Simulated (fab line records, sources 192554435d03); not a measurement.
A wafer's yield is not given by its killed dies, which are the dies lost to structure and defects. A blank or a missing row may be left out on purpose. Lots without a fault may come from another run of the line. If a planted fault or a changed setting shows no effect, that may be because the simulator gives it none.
fab line records	flow n5Finfet	part 1 of 2: steps 1 to 22 of 31
record lots=5	wafers=15	lastDay=19
route steps=1938 shown BEOL_M13@1684
lots that met no fault: taken from a fault-free run of the same line
startH: start of the lot's first displayed wafer, in hours after the record's first day	waitH: hours elapsed since this lot's preceding step	" unchanged from the row above	L1.1+2: a single row standing in for several wafers	- no value, or no start was given	* or withheld: withheld	< > ~ a bound
route shown NAME@n: NAME is a module with steps in the file, n the number in the route of the first one	usual: mean/standard deviation taken from wafers without a fault	same: alike in all rows	chamber/n: place in a boat	sites: readings site by site	_std_site: standard deviation across them	_edge_site: the outer-site mean with the inner-site mean subtracted	radiusMm: for every site, how far away it sits from the centre of the wafer	mask NAME#n: copy n	behind: the last tool/chamber to shape the wafer	hold: reason for holding the lot/hours on hold/outcome of the hold	device: the transistor (n, p or np) that didn't switch	end of line: the same wafers' tests at the end of the route	a step with no rows: only its recipe	killed: dies that structure and defects cost at the first sort, which is not the same as the wafer's yield	map: per-die view of a wafer (x killed, . not killed, _ where there is no die)
set.NAME: the setting the step ran with; set.NAME@STEP: the setting that earlier step ran with	model.NAME: the simulator's own value behind a step, which no gauge read
certain route steps with their lots: each step a table, each wafer a row
services: when a tool's chamber went out of use (startH, in hours from the record's first day, below 0 if earlier), for how many hours, and the reason
## steps
# step N5_BEOL_M13_SOFTBAKE_23
# recipe tempC=130	timeS=60
lot.wafer	tool	chamber	startH	waitH
L077.1+3+4	lithoTrack-01	0	-	-
L083.1+2+6	lithoTrack-05	0	-	-
L087.2+3+5	lithoTrack-05	0	-	-
L094.4+5+6	lithoTrack-01	0	-	-
L095.1+2+3	lithoTrack-04	0	-	-
# step N5_BEOL_M13_EXPOSE_25
# recipe maskId=M13	na=0.93	sourceShape=conventional	sigmaOuter=0.4	polarization=unpolarized	targetCdNm=210	doseMj=22
lot.wafer	tool	chamber	startH	waitH	mask
L077.1+3+4	krfScanner-01	0	272.02	-	M13#0
L083.1+2+6	krfScanner-02	0	369.97	-	M13#0
L087.2+3+5	krfScanner-01	0	378.80	-	M13#0
L094.4+5+6	krfScanner-01	0	411.52	-	M13#0
L095.1+2+3	krfScanner-02	0	422.66	-	M13#0
# step N5_BEOL_M13_PEB_26
# recipe pebTempC=130	pebTimeS=90
lot.wafer	tool	chamber	startH	waitH
L077.1+3+4	lithoTrack-05	0	272.08	0.1
L083.1+2+6	lithoTrack-04	0	370.03	0.1
L087.2+3+5	lithoTrack-04	0	378.85	0.0
L094.4+5+6	lithoTrack-04	0	411.56	0.0
L095.1+2+3	lithoTrack-01	0	422.71	0.1
# step N5_BEOL_M13_DEVELOP_27
# recipe developTimeS=45	rinseLiquid=diw	dry=airSpin	devTempC=21
# usual developerTempC=21.00/0.096
lot.wafer	tool	chamber	startH	waitH	developerTempC
L077.1	lithoTrack-05	0	-	-	21.00
L077.3	"	0	"	"	21.12
L077.4	"	0	"	"	20.92
L083.1	lithoTrack-04	0	-	-	20.99
L083.2	"	0	"	"	21.09
L083.6	"	0	"	"	20.93
L087.2	lithoTrack-04	0	-	-	20.97
L087.3	"	0	"	"	20.95
L087.5	"	0	"	"	21.06
L094.4	lithoTrack-04	0	-	-	21.11
L094.5	"	0	"	"	21.18
L094.6	"	0	"	"	20.89
L095.1	lithoTrack-01	0	-	-	21.12
L095.2	"	0	"	"	21.21
L095.3	"	0	"	"	20.88
# step N5_BEOL_M13_HARDBAKE_32
# recipe tempC=130	timeS=120
lot.wafer	tool	chamber	startH	waitH
L077.1+3+4	lithoTrack-05	0	-	-
L083.1+2+6	lithoTrack-04	0	-	-
L087.2+3+5	lithoTrack-04	0	-	-
L094.4+5+6	lithoTrack-04	0	-	-
L095.1+2+3	lithoTrack-01	0	-	-
# step N5_BEOL_M13_CD_MEAS_28
# recipe targetCdNm=209.5	landingEnergyEv=500	detector=seInlens
# usual cdNm=209.5/0.97
lot.wafer	tool	chamber	startH	waitH	cdNm
L077.1	cdSem-02	0	272.19	-	207.8
L077.3	"	0	"	"	209.2
L077.4	"	0	"	"	209.6
L083.1	cdSem-02	0	370.14	-	210.2
L083.2	"	0	"	"	210.7
L083.6	"	0	"	"	210.0
L087.2	cdSem-02	0	378.97	-	209.7
L087.3	"	0	"	"	209.3
L087.5	"	0	"	"	208.0
L094.4	cdSem-03	0	411.67	-	209.4
L094.5	"	0	"	"	209.9
L094.6	"	0	"	"	210.2
L095.1	cdSem-03	0	422.83	-	211.4
L095.2	"	0	"	"	209.5
L095.3	"	0	"	"	209.7
# step N5_BEOL_M13_OVL_MEAS_29
# recipe pointsPerWafer=44
# usual M13_OVL=2/5.5
lot.wafer	tool	chamber	startH	waitH	M13_OVL[nm]
L077.1	overlay-02	0	272.22	0.0	-1
L077.3	"	0	"	"	4
L077.4	"	0	"	"	5
L083.1	overlay-02	0	370.17	0.0	1
L083.2	"	0	"	"	1
L083.6	"	0	"	"	-1
L087.2	overlay-01	0	379.00	0.0	0
L087.3	"	0	"	"	-5
L087.5	"	0	"	"	-4
L094.4	overlay-01	0	411.70	0.0	4
L094.5	"	0	"	"	8
L094.6	"	0	"	"	10
L095.1	overlay-02	0	422.86	0.0	-6
L095.2	"	0	"	"	0
L095.3	"	0	"	"	1
# step N5_BEOL_M13_INSPECT_30
# recipe mode=adi	inspectInstrument=macro
# usual rawDefectCount=2.1/1.5
lot.wafer	tool	chamber	startH	waitH	rawDefectCount
L077.1	defectInspect-02	-	272.51	0.3	3
L077.3	"	-	"	"	2
L077.4	"	-	"	"	0
L083.1	defectInspect-02	-	370.20	0.0	3
L083.2	"	-	"	"	1
L083.6	"	-	"	"	2
L087.2	defectInspect-01	-	379.03	0.0	3
L087.3	"	-	"	"	0
L087.5	"	-	"	"	2
L094.4	defectInspect-02	-	411.73	0.0	0
L094.5	"	-	"	"	2
L094.6	"	-	"	"	3
L095.1	defectInspect-01	-	422.88	0.0	2
L095.2	"	-	"	"	4
L095.3	"	-	"	"	1
# step N5_BEOL_M13_DESCUM_33
# recipe chemistry=O2	timeS=7.9	sourcePowerW=50	biasPowerW=20	pressureMtorr=20	rfFrequencyHz=2.712e+07	tempC=40	o2FlowSccm=225
# usual drypumpMotorCurrentA=5.7/0.46	oesProductAu=0.79/0.087	rfVppV=243.0/1.4	showerheadPlenumPTorr=2.09/0.074	throttleValvePct=20.48/0.21
lot.wafer	tool	chamber	startH	waitH	drypumpMotorCurrentA	oesProductAu	rfHoursCounterH	rfVppV	showerheadPlenumPTorr	throttleValvePct
L077.1	rieDiel-02	0	272.56	0.0	5.6	0.87	50	242.7	2.05	20.42
L077.3	"	3	"	"	5.8	0.77	120	241.1	2.01	20.79
L077.4	"	1	"	"	6.3	0.90	38	243.3	2.13	20.21
L083.1	rieDiel-06	3	370.26	0.1	5.5	0.66	252	243.9	2.05	20.70
L083.2	"	0	"	"	5.2	0.85	61	244.0	2.04	20.32
L083.6	"	0	"	"	5.2	0.85	-	242.0	2.04	20.32
L087.2	rieDiel-06	2	379.07	0.0	6.4	0.70	212	240.3	1.99	20.36
L087.3	"	3	"	"	5.4	0.66	255	243.2	2.05	20.71
L087.5	"	2	"	"	6.4	0.70	-	240.2	1.99	20.35
L094.4	rieDiel-06	2	411.78	0.0	6.5	0.69	-	241.6	1.99	20.37
L094.5	"	1	"	"	5.6	0.97	-	243.9	2.15	20.49
L094.6	"	0	"	"	5.2	0.83	-	242.3	2.04	20.35
L095.1	rieDiel-03	0	422.92	0.0	4.7	0.75	118	242.0	2.02	20.33
L095.2	"	1	"	"	6.0	0.92	30	243.8	2.13	20.25
L095.3	"	3	"	"	5.5	0.81	91	244.7	2.21	20.37
# step N5_BEOL_M13_ETCH_67
# recipe chemistry=CF4	target=SiARC	targetDepthA=1430	timeS=238.3	ionEnergyEv=80	pressureMtorr=40	sourceW=545	biasW=36	Ar_flow_sccm=100	cf4FlowSccm=100	ends=cleared
# usual cf4FlowSccm=100.00/0.27	drypumpMotorCurrentA=5.7/0.46	etchRfOnTimeS=237.8/2.9	oesProductAu=0.67/0.072	rfVppV=184.0/1.1	showerheadPlenumPTorr=2.13/0.07	throttleValvePct=15.65/0.24
lot.wafer	tool	chamber	startH	waitH	cf4FlowSccm	drypumpMotorCurrentA	etchRfOnTimeS	oesProductAu	rfHoursCounterH	rfVppV	showerheadPlenumPTorr	throttleValvePct
L077.1	rieDiel-02	0	272.59	0.0	100.10	5.7	233.8	0.75	50	183.9	2.09	15.44
L077.3	"	3	"	"	99.51	5.8	235.0	0.65	120	183.5	2.07	15.98
L077.4	"	1	"	"	100.36	6.3	238.1	0.75	38	184.3	2.18	15.33
L083.1	rieDiel-06	3	370.30	0.0	100.09	5.5	239.2	0.57	252	184.5	2.11	16.00
L083.2	"	0	"	"	100.13	5.2	236.4	0.73	61	183.4	2.09	15.46
L083.6	"	0	"	"	100.16	5.2	234.5	0.74	-	184.4	2.09	15.45
L087.2	rieDiel-06	2	379.10	0.0	99.89	6.4	235.0	0.61	212	182.9	2.04	15.57
L087.3	"	3	"	"	100.06	5.5	237.8	0.57	255	183.9	2.11	16.02
L087.5	"	2	"	"	99.94	6.5	236.1	0.61	-	182.7	2.04	15.55
L094.4	rieDiel-06	2	411.87	0.1	100.24	6.5	235.4	0.61	-	182.1	2.04	15.59
L094.5	"	1	"	"	99.62	5.6	235.8	0.83	-	184.8	2.19	15.63
L094.6	"	0	"	"	99.95	5.2	239.5	0.72	-	184.1	2.09	15.49
L095.1	rieDiel-03	0	422.95	0.0	100.61	4.8	245.7	0.64	118	184.5	2.08	15.56
L095.2	"	1	"	"	100.00	6.1	230.1	0.79	30	183.6	2.18	15.37
L095.3	"	3	"	"	99.90	5.5	244.4	0.69	91	185.6	2.25	15.49
# step N5_BEOL_M13_ETCH_68
# recipe chemistry=N2/H2	target=SOC	maskMaterial=SiARC	sourceW=3000	biasW=350	tempC=40	timeS=355	ionEnergyEv=200	pressureMtorr=30	n2FlowSccm=200	h2FlowSccm=200
# usual drypumpMotorCurrentA=5.7/0.46	oesProductAu=0.79/0.087	rfVppV=523.5/2.6	showerheadPlenumPTorr=2.53/0.088	throttleValvePct=17.78/0.23
lot.wafer	tool	chamber	startH	waitH	drypumpMotorCurrentA	oesProductAu	rfHoursCounterH	rfVppV	showerheadPlenumPTorr	throttleValvePct
L077.1	rieDiel-02	0	272.74	0.1	5.6	0.87	50	522.3	2.47	17.60
L077.3	"	3	"	"	5.8	0.77	121	521.5	2.46	18.11
L077.4	"	1	"	"	6.3	0.88	38	523.8	2.58	17.58
L083.1	rieDiel-06	3	370.44	0.1	5.5	0.67	252	523.5	2.51	18.11
L083.2	"	0	"	"	5.2	0.85	61	521.0	2.47	17.59
L083.6	"	0	"	"	5.2	0.86	-	522.0	2.47	17.58
L087.2	rieDiel-06	2	379.25	0.1	6.5	0.71	212	519.7	2.41	17.63
L087.3	"	3	"	"	5.5	0.67	256	524.1	2.51	18.14
L087.5	"	2	"	"	6.5	0.71	-	520.4	2.41	17.64
L094.4	rieDiel-06	2	412.04	0.1	6.5	0.70	-	520.4	2.40	17.65
L094.5	"	1	"	"	5.6	0.98	-	525.4	2.61	17.79
L094.6	"	0	"	"	5.2	0.84	-	520.8	2.47	17.59
L095.1	rieDiel-03	0	423.10	0.1	4.8	0.75	118	521.8	2.45	17.59
L095.2	"	1	"	"	6.0	0.92	30	524.9	2.59	17.66
L095.3	"	3	"	"	5.5	0.82	91	529.3	2.68	17.66
# step N5_BEOL_M13_STRIP_69
# recipe chemistry=N2/H2	tempC=40	n2FlowSccm=200	h2FlowSccm=200	rfFrequencyHz=6e+07
lot.wafer	tool	chamber	startH	waitH
L077.1+3+4	rieDiel-02	0,3,1	272.95	0.1
L083.1+2+6	rieDiel-06	3,0,0	370.65	0.1
L087.2+3+5	rieDiel-06	2,3,2	379.46	0.1
L094.4+5+6	rieDiel-06	2,1,0	412.16	0.0
L095.1+2+3	rieDiel-03	0,1,3	423.31	0.1
# step N5_BEOL_M13_TRENCH_ETCH_34
# recipe chemistry=C4F8/O2/Ar	target=SiOC	targetDepthA=4134.7	maskMaterial=SOC	pressureMtorr=30	sourceW=3000	biasW=700	Ar_flow_sccm=400	C4F8_flow_sccm=15	O2_flow_sccm=8	heInnerTorr=15	heOuterTorr=30	timeS=162.6	ionEnergyEv=250
# usual drypumpMotorCurrentA=5.7/0.46	oesProductAu=0.79/0.086	rfVppV=665/3.2	showerheadPlenumPTorr=3.41/0.11	throttleValvePct=24.25/0.2
lot.wafer	tool	chamber	startH	waitH	drypumpMotorCurrentA	oesProductAu	rfHoursCounterH	rfVppV	showerheadPlenumPTorr	throttleValvePct
L077.1	rieDiel-02	0	272.96	0.0	5.7	0.87	50	662	3.35	24.15
L077.3	"	3	"	"	5.8	0.76	121	661	3.30	24.59
L077.4	"	1	"	"	6.4	0.87	38	667	3.49	24.08
L083.1	rieDiel-06	3	370.66	0.0	5.5	0.67	252	663	3.38	24.58
L083.2	"	0	"	"	5.2	0.86	62	664	3.35	24.16
L083.6	"	0	"	"	5.2	0.85	-	664	3.35	24.15
L087.2	rieDiel-06	2	379.47	0.0	6.5	0.71	212	660	3.26	24.06
L087.3	"	3	"	"	5.5	0.66	256	664	3.38	24.58
L087.5	"	2	"	"	6.5	0.70	-	660	3.26	24.07
L094.4	rieDiel-06	2	412.23	0.1	6.4	0.70	-	662	3.26	24.06
L094.5	"	1	"	"	5.6	0.97	-	668	3.49	24.24
L094.6	"	0	"	"	5.2	0.85	-	664	3.34	24.17
L095.1	rieDiel-03	0	423.32	0.0	4.8	0.76	119	662	3.32	24.12
L095.2	"	1	"	"	6.0	0.91	30	667	3.48	24.07
L095.3	"	3	"	"	5.5	0.81	91	670	3.57	24.03
# step N5_BEOL_M13_STRIP_70
# recipe chemistry=C4F8/O2/Ar	resist=SiARC	rfFrequencyHz=6e+07
lot.wafer	tool	chamber	startH	waitH
L077.1+3+4	rieDiel-02	0,3,1	273.09	0.1
L083.1+2+6	rieDiel-06	3,0,0	370.80	0.1
L087.2+3+5	rieDiel-06	2,3,2	379.60	0.1
L094.4+5+6	rieDiel-06	2,1,0	412.30	0.0
L095.1+2+3	rieDiel-03	0,1,3	423.45	0.1
# step N5_BEOL_M13_OCD_MEAS_35
# usual trenchDepthNm=412/4.6
lot.wafer	tool	chamber	startH	waitH	trenchDepthNm
L077.1	ocd-02	-	273.13	0.0	415
L077.3	"	-	"	"	408
L077.4	"	-	"	"	412
L083.1	ocd-02	-	370.84	0.0	417
L083.2	"	-	"	"	419
L083.6	"	-	"	"	419
L087.2	ocd-01	-	379.65	0.0	412
L087.3	"	-	"	"	412
L087.5	"	-	"	"	408
L094.4	ocd-01	-	412.34	0.0	408
L094.5	"	-	"	"	422
L094.6	"	-	"	"	416
L095.1	ocd-02	-	423.49	0.0	408
L095.2	"	-	"	"	418
L095.3	"	-	"	"	413
# step N5_BEOL_M13_STRIP_37
# recipe chemistry=N2/H2	powerW=1000	tempC=250	h2Frac=0.65	overashFraction=0.3	pressureMtorr=withheld	n2FlowSccm=1750	h2FlowSccm=3250
# usual drypumpMotorCurrentA=5.76/0.11	heaterPowerW=341/22	oesProductAu=0.784/0.011
lot.wafer	tool	chamber	startH	waitH	drypumpMotorCurrentA	heaterPowerW	oesProductAu	rfHoursCounterH
L077.1	plasmaAsher-01	0	273.51	0.4	5.69	360	0.797	79
L077.3	"	1	"	"	5.73	347	0.782	-
L077.4	"	0	"	"	5.68	372	0.801	-
L083.1	plasmaAsher-02	0	370.88	0.0	5.97	353	0.782	141
L083.2	"	1	"	"	5.70	302	0.771	141
L083.6	"	1	"	"	5.69	316	0.787	-
L087.2	plasmaAsher-01	0	379.68	0.0	5.65	354	0.786	100
L087.3	"	0	"	"	5.68	364	0.783	-
L087.5	"	0	"	"	5.66	351	0.799	-
L094.4	plasmaAsher-01	0	412.39	0.1	5.64	361	0.772	-
L094.5	"	1	"	"	5.74	338	0.774	-
L094.6	"	0	"	"	5.66	369	0.781	-
L095.1	plasmaAsher-02	0	423.53	0.0	5.95	352	0.770	151
L095.2	"	1	"	"	5.74	308	0.781	151
L095.3	"	1	"	"	5.73	300	0.793	-
# step N5_BEOL_M13_ETCH_38
# recipe chemistry=CF4/N2	target=SiCN	targetDepthA=675	taperDeg=2	timeS=71.9	ionEnergyEv=150	maskMaterial=SiO2	pressureMtorr=40	sourceW=430	biasW=70	Ar_flow_sccm=100	cf4FlowSccm=60	n2FlowSccm=60
# usual cf4FlowSccm=60.02/0.17	drypumpMotorCurrentA=5.7/0.44	oesProductAu=0.80/0.082	rfVppV=382.2/2.1	showerheadPlenumPTorr=2.21/0.077	throttleValvePct=15.44/0.24
lot.wafer	tool	chamber	startH	waitH	cf4FlowSccm	drypumpMotorCurrentA	oesProductAu	rfHoursCounterH	rfVppV	showerheadPlenumPTorr	throttleValvePct
L077.1	rieDiel-02	3	273.65	-	59.97	5.8	0.77	121	380.4	2.13	15.82
L077.3	"	2	"	"	60.05	6.0	0.71	194	385.4	2.28	15.58
L077.4	"	0	"	"	60.33	5.7	0.87	51	380.2	2.15	15.29
L083.1	rieDiel-02	1	375.78	-	59.84	6.4	0.83	67	382.7	2.24	15.23
L083.2	"	3	"	"	59.96	5.8	0.74	149	380.5	2.12	15.88
L083.6	"	0	"	"	59.85	5.6	0.83	-	379.9	2.14	15.34
L087.2	rieDiel-06	0	384.35	-	60.08	5.2	0.85	67	380.0	2.15	15.29
L087.3	"	3	"	"	59.81	5.4	0.66	257	381.2	2.18	15.85
L087.5	"	2	"	"	60.20	6.5	0.72	-	379.4	2.10	15.40
L094.4	rieDiel-06	0	413.41	-	59.96	5.2	0.84	-	381.1	2.15	15.30
L094.5	"	1	"	"	60.06	5.6	0.97	-	384.4	2.26	15.42
L094.6	"	2	"	"	60.02	6.4	0.70	-	381.3	2.10	15.39
L095.1	rieDiel-03	0	423.90	-	59.90	4.7	0.75	119	379.7	2.14	15.37
L095.2	"	3	"	"	60.11	5.5	0.81	91	385.3	2.32	15.34
L095.3	"	2	"	"	59.81	5.3	0.85	59	386.1	2.32	15.35
# step N5_BEOL_M13_PRECLEAN_39
# recipe chemistry=residueRemover	timeS=60	tempC=40
# usual bathHeatDutyPct=4.6/0.77
lot.wafer	tool	chamber	startH	waitH	bathHeatDutyPct
L077.1	wetBench-06	2	273.78	0.1	4.9
L077.3	"	7	"	"	4.8
L077.4	"	0	"	"	4.0
L083.1	wetBench-01	3	375.91	0.1	4.2
L083.2	"	2	"	"	4.5
L083.6	"	1	"	"	4.1
L087.2	wetBench-06	3	384.48	0.1	4.2
L087.3	"	2	"	"	4.2
L087.5	"	7	"	"	4.7
L094.4	wetBench-02	6	413.49	0.0	3.5
L094.5	"	4	"	"	4.2
L094.6	"	5	"	"	3.5
L095.1	wetBench-01	7	424.06	0.1	5.5
L095.2	"	5	"	"	4.3
L095.3	"	4	"	"	3.3
# step N5_BEOL_M13_SRD_40
# recipe timeS=30	tempC=23	rinseLiquid=diw	dry=n2Spin	spinRpm=1500	dryTimeS=30
# usual bathHeatDutyPct=3.7/0.64
lot.wafer	tool	chamber	startH	waitH	bathHeatDutyPct
L077.1	wetBench-06	2	273.80	0.0	3.5
L077.3	"	7	"	"	3.4
L077.4	"	0	"	"	3.0
L083.1	wetBench-01	3	375.93	0.0	3.3
L083.2	"	2	"	"	3.9
L083.6	"	1	"	"	4.0
L087.2	wetBench-06	3	384.50	0.0	3.3
L087.3	"	2	"	"	3.1
L087.5	"	7	"	"	3.3
L094.4	wetBench-02	6	413.53	0.0	3.1
L094.5	"	4	"	"	3.1
L094.6	"	5	"	"	2.3
L095.1	wetBench-01	7	424.08	0.0	3.7
L095.2	"	5	"	"	3.2
L095.3	"	4	"	"	3.2
# step N5_BEOL_M13_DEGAS_41
# recipe ambient=vacuum	tempC=250	timeS=60
# usual heaterPowerW=357/39
lot.wafer	tool	chamber	startH	waitH	heaterPowerW
L077.1	pvdSputter-01	-	274.01	0.2	304
L077.3	"	-	"	"	346
L077.4	"	-	"	"	392
L083.1	pvdSputter-03	-	375.98	0.0	340
L083.2	"	-	"	"	300
L083.6	"	-	"	"	332
L087.2	pvdSputter-02	-	385.65	1.1	368
L087.3	"	-	"	"	369
L087.5	"	-	"	"	393
L094.4	pvdSputter-01	-	413.77	0.2	345
L094.5	"	-	"	"	391
L094.6	"	-	"	"	323
L095.1	pvdSputter-01	-	424.54	0.4	347
L095.2	"	-	"	"	400
L095.3	"	-	"	"	308
# step N5_BEOL_M13_PRE_CLEAN_42
# recipe gas=H2/He	timeS=30	tempC=250
# usual heaterPowerW=356/38
lot.wafer	tool	chamber	startH	waitH	heaterPowerW
L077.1	pvdSputter-01	-	274.05	0.0	315
L077.3	"	-	"	"	347
L077.4	"	-	"	"	404
L083.1	pvdSputter-03	-	376.02	0.0	329
L083.2	"	-	"	"	303
L083.6	"	-	"	"	339
L087.2	pvdSputter-02	-	385.69	0.0	367
L087.3	"	-	"	"	368
L087.5	"	-	"	"	388
L094.4	pvdSputter-01	-	413.81	0.0	343
L094.5	"	-	"	"	397
L094.6	"	-	"	"	317
L095.1	pvdSputter-01	-	424.58	0.0	344
L095.2	"	-	"	"	391
L095.3	"	-	"	"	304
# step N5_BEOL_M13_SPUTTER_43
# recipe material=TaN	targetThkA=150	tempC=50	biasV=168.6	powerW=15000	chamberPressurePa=0.12	timeS=24.19
# usual substrateTempC=50.00/0.11	throttleValvePct=29.9/1.1
lot.wafer	tool	chamber	startH	waitH	substrateTempC	throttleValvePct
L077.1	pvdSputter-01	-	274.09	0.0	50.04	28.9
L077.3	"	-	"	"	50.01	30.3
L077.4	"	-	"	"	49.90	29.8
L083.1	pvdSputter-03	-	376.06	0.0	49.99	32.0
L083.2	"	-	"	"	49.99	29.5
L083.6	"	-	"	"	50.06	32.3
L087.2	pvdSputter-02	-	385.74	0.0	50.02	31.1
L087.3	"	-	"	"	49.92	30.4
L087.5	"	-	"	"	50.07	28.6
L094.4	pvdSputter-01	-	413.85	0.0	50.00	30.2
L094.5	"	-	"	"	49.76	29.9
L094.6	"	-	"	"	49.93	28.3
L095.1	pvdSputter-01	-	424.62	0.0	50.32	30.5
L095.2	"	-	"	"	50.25	29.9
L095.3	"	-	"	"	49.87	28.9
